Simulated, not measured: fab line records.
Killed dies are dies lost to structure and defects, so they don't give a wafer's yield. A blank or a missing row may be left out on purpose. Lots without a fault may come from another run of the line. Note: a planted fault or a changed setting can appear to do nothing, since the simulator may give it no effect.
Check for tools in common :: flow n5 finfet :: Sample size 10 lots and 30 wafers

== REASON FOR OPENING ==
On 2 of the 10 lots, a flag is raised at N5_WELL_APT_CD_MEAS_25 on the reading cd nm. No-fault wafers: 200.1 nm, standard deviation 2.3.
Rule: a lot is flagged when every wafer of it that has a number lies more than 4 standard deviations from that mean, or none has a number. The other lots count as sound.

lot: L785
measured: day 2 09:42
on: cd sem-03
cd nm (nm), wafer by wafer: 198.3 200.5 200.3
flag: 

lot: L786
measured: day 2 15:02
on: cd sem-01
cd nm (nm), wafer by wafer: 206.7 203.1 200.6
flag: 

lot: L789
measured: day 3 09:11
on: cd sem-01
cd nm (nm), wafer by wafer: 199.0 200.7 199.1
flag: 

lot: L790
measured: day 3 15:16
on: cd sem-03
cd nm (nm), wafer by wafer: 218.8 219.0 217.7
flag: FLAGGED

lot: L794
measured: day 4 14:44
on: cd sem-02
cd nm (nm), wafer by wafer: 217.0 219.9 217.9
flag: FLAGGED

lot: L796
measured: day 5 03:58
on: cd sem-01
cd nm (nm), wafer by wafer: 198.9 196.2 196.7
flag: 

lot: L799
measured: day 5 21:09
on: cd sem-02
cd nm (nm), wafer by wafer: 196.6 200.1 200.5
flag: 

lot: L800
measured: day 6 03:38
on: cd sem-01
cd nm (nm), wafer by wafer: 197.4 199.5 199.0
flag: 

lot: L803
measured: day 6 21:56
on: cd sem-01
cd nm (nm), wafer by wafer: 199.5 197.5 198.3
flag: 

lot: L804
measured: day 7 03:27
on: cd sem-01
cd nm (nm), wafer by wafer: 203.8 200.7 199.1
flag: 
On average the flagged lots' numbers are 218.4 nm, which is +18.3 nm against the usual, or +8 standard deviations.

== EACH LOT AND THE TOOL IT RAN ON ==
The record holds 1 process step before the reading, out of a route of 1938 steps. Read each cell as the tool, then ch plus the chambers that the sampled wafers visited, then the start.
lot: L785
flag: 
N5_WELL_APT_PEB_23: litho track-03 ch 0, day 2 09:35

lot: L786
flag: 
N5_WELL_APT_PEB_23: litho track-01 ch 0, day 2 14:55

lot: L789
flag: 
N5_WELL_APT_PEB_23: litho track-03 ch 0, day 3 09:04

lot: L790
flag: FLAGGED
N5_WELL_APT_PEB_23: litho track-03 ch 0, day 3 15:09

lot: L794
flag: FLAGGED
N5_WELL_APT_PEB_23: litho track-03 ch 0, day 4 14:38

lot: L796
flag: 
N5_WELL_APT_PEB_23: litho track-04 ch 0, day 5 03:51

lot: L799
flag: 
N5_WELL_APT_PEB_23: litho track-04 ch 0, day 5 21:02

lot: L800
flag: 
N5_WELL_APT_PEB_23: litho track-04 ch 0, day 6 03:31

lot: L803
flag: 
N5_WELL_APT_PEB_23: litho track-04 ch 0, day 6 21:49

lot: L804
flag: 
N5_WELL_APT_PEB_23: litho track-04 ch 0, day 7 03:20
What is done by these steps:
- N5_WELL_APT_PEB_23: peb time 90 s.
- N5_WELL_APT_CD_MEAS_25: target cd 200 nm.

== FLAGGED OVER TOTAL, TOOL BY TOOL (the gauges that took the reading come last) ==
step: N5_WELL_APT_PEB_23
tool: litho track-01
lots run: 1
flagged: 0
share of the flagged lots: none
sound lots run after its first flagged lot: -

step: N5_WELL_APT_PEB_23
tool: litho track-03
lots run: 4
flagged: 2
share of the flagged lots: all
sound lots run after its first flagged lot: 0

step: N5_WELL_APT_PEB_23
tool: litho track-04
lots run: 5
flagged: 0
share of the flagged lots: none
sound lots run after its first flagged lot: -

step: N5_WELL_APT_CD_MEAS_25
tool: cd sem-01
lots run: 6
flagged: 0
share of the flagged lots: none
sound lots run after its first flagged lot: -

step: N5_WELL_APT_CD_MEAS_25
tool: cd sem-02
lots run: 2
flagged: 1
share of the flagged lots: some
sound lots run after its first flagged lot: 1 (L799)

step: N5_WELL_APT_CD_MEAS_25
tool: cd sem-03
lots run: 2
flagged: 1
share of the flagged lots: some
sound lots run after its first flagged lot: 0

== WHAT THE TABLE PERMITS ==
In the table, 1 row covers all flagged lots: litho track-03 at N5_WELL_APT_PEB_23.
- litho track-03 at N5_WELL_APT_PEB_23: 2 of its 4 lots flagged. Its last sound lot is L789 (day 3 09:04), its first flagged lot L790 (day 3 15:09): a fault that began between those two fits. Its own readings (heater power total W, plate temp C) fall more than 4 standard deviations out on all wafers of the flagged lots.
What remains is a single tool, litho track-03 at N5_WELL_APT_PEB_23.

== WHAT HAD BEEN PUT IN BY THE SIMULATOR ==
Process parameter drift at N5_WELL_APT_PEB_23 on litho track-03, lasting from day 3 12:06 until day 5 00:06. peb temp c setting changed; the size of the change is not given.
Struck lots among those shown: L790, L794. The rule above found the same.
